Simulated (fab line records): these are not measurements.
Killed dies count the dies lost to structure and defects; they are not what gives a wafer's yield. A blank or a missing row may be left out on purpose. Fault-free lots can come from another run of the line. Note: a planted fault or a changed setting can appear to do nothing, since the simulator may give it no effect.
One fault seen from 2 desks | flow nandHarc | what lay behind the numbers comes last; until then each desk has only its own

AT THE METROLOGY DESK
Lot by lot, what the gauges showed, no matter which tool ran the lot: averages of those sampled wafers that carry a number. The brackets show how far a lot's mean lies from the usual mean; more than 4 standard deviations puts the lot out of limits, marked OUT.
Columns: A = cdNm at NHARC_P_M0_CD_MEAS_09, usual 89.9 nm; B = cdNm at NHARC_P_M0_CD_MEAS_16, usual 89.9 nm
lot  | first seen here | A              | B
L575 | day 6 01:10     | 90.2           | 90.8
L576 | day 6 16:22     | 90.3           | 90.7
L578 | day 7 07:44     | 89.3           | 89.5
L579 | day 7 14:55     | 90.3           | 90.2
L580 | day 8 07:05     | 90.2           | 90.5
L582 | day 9 05:08     | 89.2           | 88.6
L583 | day 9 18:04     | 89.7           | 89.3
L584 | day 10 01:25    | 89.5           | 89.0
L585 | day 10 16:04    | 89.2           | 88.9
L587 | day 10 23:58    | 89.1           | 89.2
L586 | day 11 00:25    | 90.4           | 90.5
L589 | day 12 03:32    | 90.1           | 90.2
L590 | day 12 14:33    | 60.3 (-52) OUT | 59.6 (-40) OUT
L593 | day 13 16:02    | 67.6 (-39) OUT | 68.0 (-29) OUT
L594 | day 13 16:34    | 69.1 (-37) OUT | 68.8 (-28) OUT
L596 | day 14 17:00    | 69.6 (-36) OUT | 69.0 (-28) OUT
This desk's finding: out of limits on L590, L593, L594, L596; first on L590, day 12 14:33 (cdNm at NHARC_P_M0_CD_MEAS_09). In limits: L575, L576, L578, L579, L580, L582, L583, L584, L585, L587, L586, L589.

AT THE TOOL OWNER'S DESK: arfiScanner-01
The tool's own readings at NHARC_P_M0_EXPOSE_06 (exposes mask P M0, target cd 90 nm): means of the sampled wafers that have a number, for each lot that ran on this tool. The brackets show how far a lot's mean lies from the usual mean; more than 4 standard deviations puts the lot out of limits, marked OUT.
Columns: A = exposureDoseMJCm2 at NHARC_P_M0_EXPOSE_06, usual 81.19
lot  | first seen here | A
L578 | day 7 07:36     | 81.16
L580 | day 8 06:56     | 81.26
L585 | day 10 15:56    | 81.22
L587 | day 10 23:50    | 81.09
L590 | day 12 14:25    | 50.21 (-99 or more) OUT
L593 | day 13 15:53    | 56.41 (-99 or more) OUT
L594 | day 13 16:26    | 58.31 (-99 or more) OUT
L596 | day 14 16:52    | 58.34 (-99 or more) OUT
This desk's finding: out of limits on L590, L593, L594, L596; first on L590, day 12 14:25 (exposureDoseMJCm2 at NHARC_P_M0_EXPOSE_06). In limits: L578, L580, L585, L587.

TAKEN TOGETHER
The tool owner's desk had the chance to raise an alarm at day 12 14:25 on L590, L593, L594, L596.
At day 12 14:33 the metrology desk could have sounded an alarm, on L590, L593, L594, L596.
The lots listed all ran NHARC_P_M0_EXPOSE_06 on arfiScanner-01.

WHAT THE SIMULATOR HAD PUT IN
Drift in process parameters on arfiScanner-01 at NHARC_P_M0_EXPOSE_06, starting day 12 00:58. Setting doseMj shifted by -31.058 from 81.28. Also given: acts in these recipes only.
Lots struck among those shown: L590, L593, L594, L596.
Counting hours from when the fault started, the first reading out of limits came at 13 for the tool owner's desk and at 14 for the metrology desk.
